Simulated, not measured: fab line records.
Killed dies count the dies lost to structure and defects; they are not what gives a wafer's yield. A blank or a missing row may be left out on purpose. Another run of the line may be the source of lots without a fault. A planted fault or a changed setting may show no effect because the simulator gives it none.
What tool caused it? :: flow n5 finfet :: 33 wafers sampled from 11 lots at 1 step of a route of 1938

== WHAT EACH GAUGE READ, for each wafer ==
N5_BEOL_M13_OVL_MEAS_11.
lot: L253
measured: day 11 15:11
on: overlay-01
V12_OVL (nm): 3 6 1

lot: L256
measured: day 12 01:08
on: overlay-02
V12_OVL (nm): -2 -5 5

lot: L258
measured: day 13 03:32
on: overlay-01
V12_OVL (nm): -1 2 1

lot: L259
measured: day 13 09:02
on: overlay-02
V12_OVL (nm): -2 2 5

lot: L260
measured: day 13 13:06
on: overlay-01
V12_OVL (nm): 4 4 3

lot: L262
measured: day 14 01:09
on: overlay-02
V12_OVL (nm): 6 3 3

lot: L264
measured: day 14 09:03
on: overlay-01
V12_OVL (nm): 1 6 -2

lot: L266
measured: day 14 16:45
on: overlay-02
V12_OVL (nm): 5 3 5

lot: L269
measured: day 15 08:01
on: overlay-02
V12_OVL (nm): -3 2 -3

lot: L271
measured: day 16 03:29
on: overlay-01
V12_OVL (nm): -1 -9 2

lot: L274
measured: day 16 16:25
on: overlay-01
V12_OVL (nm): -12 0 -12

== TOOL THAT RAN EACH LOT (tool first, then ch and the chambers of the sampled wafers, then the start) ==
Before these readings, the record contains no process step.

== THE ANSWER, worked out from the rows above alone ==
Rule: the usual values come from the lots themselves. The widest of any qualifying gaps counts: lots, ordered by their means at a reading, are off when they make up no more than a third of the lots, leave a main group of 4 or more, and stand apart from it by 3 or more times the standard deviation of that group's means. A main group is skipped when, at the precision printed for the reading in the tables above, its means are all equal. Also off: a lot with no number at a reading for which 4 or more lots have one. The other lots that the step has rows for count as sound.
No lot is off on any of the readings shown, so nothing can be concluded from this.

== WHAT THE SIMULATOR HAD INSERTED ==
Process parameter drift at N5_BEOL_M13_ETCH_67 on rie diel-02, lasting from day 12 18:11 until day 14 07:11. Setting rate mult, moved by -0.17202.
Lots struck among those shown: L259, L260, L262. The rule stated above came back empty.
